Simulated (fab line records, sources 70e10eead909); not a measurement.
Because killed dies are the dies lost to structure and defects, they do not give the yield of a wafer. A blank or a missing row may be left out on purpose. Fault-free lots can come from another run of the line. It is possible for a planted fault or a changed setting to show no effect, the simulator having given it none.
Which tool is to blame? + flow nand harc + 12 lots, 36 wafers sampled, at 4 steps of a route of 1302

== WHAT EACH GAUGE READ, for each wafer ==
Not one reading of a measure or inspect step in the record can be checked against a usual standard deviation.

== WHICH TOOL RAN EACH LOT (tool, then ch and the chambers of the sampled wafers, then the start) ==
| lot  | NHARC_A_SLIT_ETCH_29               | NHARC_A_CONTACT_DEP_24          | NHARC_A_CONTACT_DEP_28        | NHARC_A_CONTACT_ETCH_111             |
|------|------------------------------------|---------------------------------|-------------------------------|--------------------------------------|
| L959 | rie diel-02 ch 1,2, day 20 18:40   | pecvd-02 ch 0,1,2, day 21 23:03 | acl dep-02 ch 0, day 22 01:35 | har cap etch-03 ch 0,1, day 22 06:23 |
| L960 | rie diel-02 ch 1,2, day 20 22:10   | pecvd-03 ch 1,2, day 21 23:03   | acl dep-01 ch 0, day 22 01:05 | har cap etch-02 ch 0,1, day 22 06:44 |
| L962 | rie diel-12 ch 1,2, day 20 23:49   | pecvd-03 ch 1,2, day 22 01:52   | acl dep-02 ch 0, day 22 03:42 | har cap etch-01 ch 0,1, day 22 10:43 |
| L961 | rie diel-02 ch 0,3, day 21 05:00   | pecvd-02 ch 0,1, day 22 10:48   | acl dep-03 ch 0, day 22 14:13 | har cap etch-01 ch 0,1, day 22 19:59 |
| L963 | rie diel-12 ch 0,1,3, day 21 12:38 | pecvd-02 ch 0,1,2, day 22 13:55 | acl dep-03 ch 0, day 22 17:47 | har cap etch-03 ch 0,1, day 23 00:16 |
| L965 | rie diel-03 ch 1,3, day 22 20:29   | pecvd-02 ch 1,2, day 23 21:46   | acl dep-02 ch 0, day 23 22:22 | har cap etch-03 ch 1, day 24 06:32   |
| L968 | rie diel-02 ch 0,3, day 23 09:57   | pecvd-02 ch 0,1,2, day 24 09:52 | acl dep-01 ch 0, day 24 13:08 | har cap etch-02 ch 0,1, day 24 20:55 |
| L973 | rie diel-03 ch 1,2, day 25 14:57   | pecvd-03 ch 0,1,2, day 26 15:34 | acl dep-03 ch 0, day 26 20:08 | har cap etch-03 ch 0,1, day 27 02:47 |
| L972 | rie diel-03 ch 0,1,3, day 25 17:58 | pecvd-03 ch 0,2, day 26 20:55   | acl dep-02 ch 0, day 27 00:58 | har cap etch-01 ch 0,1, day 27 06:36 |
| L980 | rie diel-12 ch 0,2,3, day 29 05:31 | pecvd-03 ch 0,1,2, day 30 08:07 | acl dep-03 ch 0, day 30 09:27 | har cap etch-02 ch 0,1, day 30 16:14 |
| L981 | rie diel-03 ch 0,2, day 29 07:11   | pecvd-02 ch 0,2, day 30 08:10   | acl dep-01 ch 0, day 30 09:29 | har cap etch-01 ch 0, day 30 16:02   |
| L982 | rie diel-02 ch 0,1,2, day 29 19:33 | pecvd-02 ch 0,1,2, day 30 21:14 | acl dep-03 ch 0, day 30 22:44 | har cap etch-02 ch 0,1, day 31 05:47 |
- NHARC_A_SLIT_ETCH_29: etches the open film in CF4/O2, target depth 100 nm, overetch 10 nm, time 55 s.
- NHARC_A_CONTACT_DEP_24: deposits SiO2, target thk 500 nm.
- NHARC_A_CONTACT_DEP_28: deposits aC, target thk 7000 nm.
- NHARC_A_CONTACT_ETCH_111: etches the open film in C4F8/O2/Ar, time 140 s, target depth 700 nm.

== AS READ BY THE TOOLS THEMSELVES (means over the sampled wafers that have a number; for cases with no such wafer, the mark the record gives instead) ==
NHARC_A_SLIT_ETCH_29.
| lot  | tool        | drypump motor current A (A) | o2 flow sccm (sccm) | oes product au (a.u.) | rf vpp V (V) | showerhead plenum p Torr (Torr) | throttle valve pct (%) |
|------|-------------|-----------------------------|---------------------|-----------------------|--------------|---------------------------------|------------------------|
| L959 | rie diel-02 | 5.1                         | 20.05               | 0.994                 | 196.8        | 1.28                            | 13.402                 |
| L960 | rie diel-02 | 5.4                         | 20.02               | 0.984                 | 197.3        | 1.30                            | 13.397                 |
| L962 | rie diel-12 | 6.0                         | 19.97               | 1.005                 | 198.5        | 1.37                            | 13.399                 |
| L961 | rie diel-02 | 5.1                         | 20.08               | 1.004                 | 197.7        | 1.31                            | 13.405                 |
| L963 | rie diel-12 | 6.0                         | 20.03               | 0.997                 | 197.7        | 1.34                            | 13.396                 |
| L965 | rie diel-03 | 5.1                         | 19.98               | 1.003                 | 196.2        | 1.26                            | 13.396                 |
| L968 | rie diel-02 | 5.5                         | 20.05               | 1.001                 | 197.9        | 1.37                            | 13.403                 |
| L973 | rie diel-03 | 6.0                         | 19.99               | 1.008                 | 195.4        | 1.27                            | 13.396                 |
| L972 | rie diel-03 | 5.3                         | 20.04               | 1.013                 | 196.4        | 1.28                            | 13.389                 |
| L980 | rie diel-12 | 6.2                         | 20.02               | 1.007                 | 198.2        | 1.38                            | 13.399                 |
| L981 | rie diel-03 | 6.1                         | 20.02               | 0.989                 | 197.3        | 1.29                            | 13.403                 |
| L982 | rie diel-02 | 5.4                         | 20.02               | 0.997                 | 197.3        | 1.34                            | 13.403                 |

NHARC_A_CONTACT_DEP_24.
| lot  | tool     | heater power outer w (W) | heater power w (W) | mfc precursor sccm (sccm) | throttle valve pct (%) |
|------|----------|--------------------------|--------------------|---------------------------|------------------------|
| L959 | pecvd-02 | 337                      | 590                | 161.9                     | 16.5                   |
| L960 | pecvd-03 | 291                      | 544                | 161.2                     | 15.9                   |
| L962 | pecvd-03 | 211                      | 430                | 161.4                     | 15.4                   |
| L961 | pecvd-02 | 363                      | 622                | 161.9                     | 16.4                   |
| L963 | pecvd-02 | 336                      | 582                | 160.8                     | 16.6                   |
| L965 | pecvd-02 | 382                      | 645                | 161.5                     | 16.7                   |
| L968 | pecvd-02 | 312                      | 544                | 160.8                     | 16.7                   |
| L973 | pecvd-03 | 296                      | 563                | 204.6                     | 16.0                   |
| L972 | pecvd-03 | 353                      | 626                | 204.1                     | 16.6                   |
| L980 | pecvd-03 | 271                      | 529                | 161.5                     | 15.9                   |
| L981 | pecvd-02 | 305                      | 536                | 161.5                     | 16.8                   |
| L982 | pecvd-02 | 324                      | 562                | 161.2                     | 16.9                   |

NHARC_A_CONTACT_DEP_28.
| lot  | tool       | throttle valve pct (%) |
|------|------------|------------------------|
| L959 | acl dep-02 | 34.996                 |
| L960 | acl dep-01 | 35.006                 |
| L962 | acl dep-02 | 34.997                 |
| L961 | acl dep-03 | 35.007                 |
| L963 | acl dep-03 | 35.012                 |
| L965 | acl dep-02 | 34.999                 |
| L968 | acl dep-01 | 34.998                 |
| L973 | acl dep-03 | 35.002                 |
| L972 | acl dep-02 | 35.002                 |
| L980 | acl dep-03 | 35.004                 |
| L981 | acl dep-01 | 35.002                 |
| L982 | acl dep-03 | 35.009                 |

== THE ANSWER, worked out from the rows above alone ==
Rule: the lots themselves supply what counts as usual. Put in order of their means at a reading, lots are off if they are a third of the lots or fewer, leave a main group of 4 or more, and stand apart from it by a gap of 3 or more times the standard deviation of the main group's means; of several such gaps the widest counts. Not used: any main group whose means are identical at the precision the tables above print for the reading. A lot without any number at a reading at which 4 lots or more have one is off too. All remaining lots with rows at the step are treated as sound. After the gauges, taken in route order, come the tools' own readings; for these a lot's mean is taken, as printed above. At the first step where some lot is off, the reading lying furthest off is the one used; lots without a number count as furthest.
Off, at NHARC_A_CONTACT_DEP_24 on mfc precursor sccm: L973, L972. The main group: mean 161.4 sccm, standard deviation 0.36.
A tool fits if, at that step or a process step before it, it ran every lot that is off, and no sound lot after the first of them. None of those tried fits.

== WHAT WAS PUT IN BY THE SIMULATOR ==
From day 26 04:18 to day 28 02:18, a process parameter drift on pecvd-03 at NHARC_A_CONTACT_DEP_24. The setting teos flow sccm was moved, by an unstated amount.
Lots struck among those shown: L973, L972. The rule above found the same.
